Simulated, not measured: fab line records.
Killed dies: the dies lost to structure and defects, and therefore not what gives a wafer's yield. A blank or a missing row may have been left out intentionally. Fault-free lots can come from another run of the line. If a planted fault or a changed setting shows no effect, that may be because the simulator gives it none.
Struck lot and sound lot, side by side | flow nandHarc | 13 out of 1159 route steps
Sound: these wafers, L816.1, L816.5, L816.6. Struck: wafer L821.3 (L821.1, L821.6, from the same lot, were not struck and are left out); the cause is given at the end.
For every step that has rows: the tool of each side, followed by ch and its chambers, followed by its first start. Under that, the readings that differ: sound wafers | struck wafers | difference of the means | sigmas: that difference in standard deviations of wafers without a fault.
alike: a reading whose means differ by less than 2 such deviations, as well as words and numbers matching on both sides. not compared: withheld readings; readings where some wafer has no value; bounds like >300 that might hide an equal value; numbers whose values overlap and for which the record gives no deviation.
A row with sigmas, a row that says differs or no value, or rows on one side alone: a step with any of these is where the two part. Non-overlapping numbers with no deviation appear without sigmas and do not part them. A reading missing from all wafers of one side parts the sides only when that side holds two or more wafers.

first, 1 step without rows for these wafers: NHARC_A_SLIT_SRD_20.
NHARC_A_SLIT_CD_MEAS_21:
  sound on cdSem-01 at day 16 15:16; struck on cdSem-03 at day 18 09:37
reading   | sound             | struck | difference | sigmas
cdNm (nm) | 289.4 289.3 290.1 | 288.0  | -1.6       | -2
then, 3 steps without rows for these wafers: NHARC_A_SIN_REMOVE_WET_00 (chemistry H3PO4, time 15300 s); NHARC_A_SIN_REMOVE_PRECLEAN_01 (cleans in SC1); NHARC_A_SIN_REMOVE_SRD_02.
NHARC_A_SIN_REMOVE_INSPECT_04:
  sound on defectInspect-01 at day 16 22:56; struck on defectInspect-01 at day 18 15:40
  alike: rawDefectCount
NHARC_A_WL_FILL_ALD_00: deposits Al2O3, target thk 3 nm, pulse time 3 s, ald cycles 30.
  sound on aldHk-02 ch 0,3, day 16 22:59; struck on aldHk-02 ch 3, day 18 18:25
  alike: heaterPowerW, precursorPulseHeightRel
NHARC_A_WL_FILL_RTA_01: time 5 s.
  sound on rtpAnneal-02 ch 0, day 16 23:15; struck on rtpAnneal-01 ch 0, day 18 18:51
  alike: lampPowerPct, wafer_temp_C_max
NHARC_A_WL_FILL_ALD_02: deposits TiN, target thk 2 nm, pulse time 3 s, ald cycles 100.
  sound on aldMetal-03 ch 0,1,2, day 16 23:32; struck on aldMetal-02 ch 3, day 18 19:04
  alike: heaterPowerW, precursorPulseHeightRel
NHARC_A_WL_FILL_CVD_03: deposits W, target thk 40 nm, time 3302 s.
  sound on cvdW-01 ch 0,1, day 17 05:56; struck on cvdW-02 ch 0, day 18 20:03
reading          | sound          | struck | difference | sigmas
mfcArSccm (sccm) | 1553 1559 1553 | 1567   | +12        | +3
  alike: heaterPowerW, throttleValvePct
NHARC_A_WL_FILL_ETCHBACK_04: etches the open film in NF3, target depth 60 nm, time 120 s.
  sound on rieMetal-01 ch 0,1, day 17 09:19; struck on rieMetal-01 ch 0, day 18 22:58
reading             | sound             | struck | difference | sigmas
oesProductAu (a.u.) | 1.006 0.996 1.002 | 0.982  | -0.019     | -2
runLengthS (s)      | 141.4 140.4 141.1 | 132.6  | -8.4       | -19
  alike: drypumpMotorCurrentA
  not compared: rfHoursCounterH
NHARC_A_WL_FILL_ETCHBACK_05: etches the open film in Cl2/BCl3, target depth 22 nm, time 60 s.
  sound on rieMetal-01 ch 0,1, day 17 09:32; struck on rieMetal-01 ch 0, day 18 23:17
  alike: drypumpMotorCurrentA, oesProductAu, runLengthS
  not compared: rfHoursCounterH
NHARC_END_SORT_01:
  the record has rows for the sound wafers here (prober-02 ch 0, day 21 08:16) and none for the struck ones

== WHERE THEY PART ==
First at NHARC_A_SLIT_CD_MEAS_21; last, within this record, at NHARC_END_SORT_01.

WHY: the cause the simulator had injected
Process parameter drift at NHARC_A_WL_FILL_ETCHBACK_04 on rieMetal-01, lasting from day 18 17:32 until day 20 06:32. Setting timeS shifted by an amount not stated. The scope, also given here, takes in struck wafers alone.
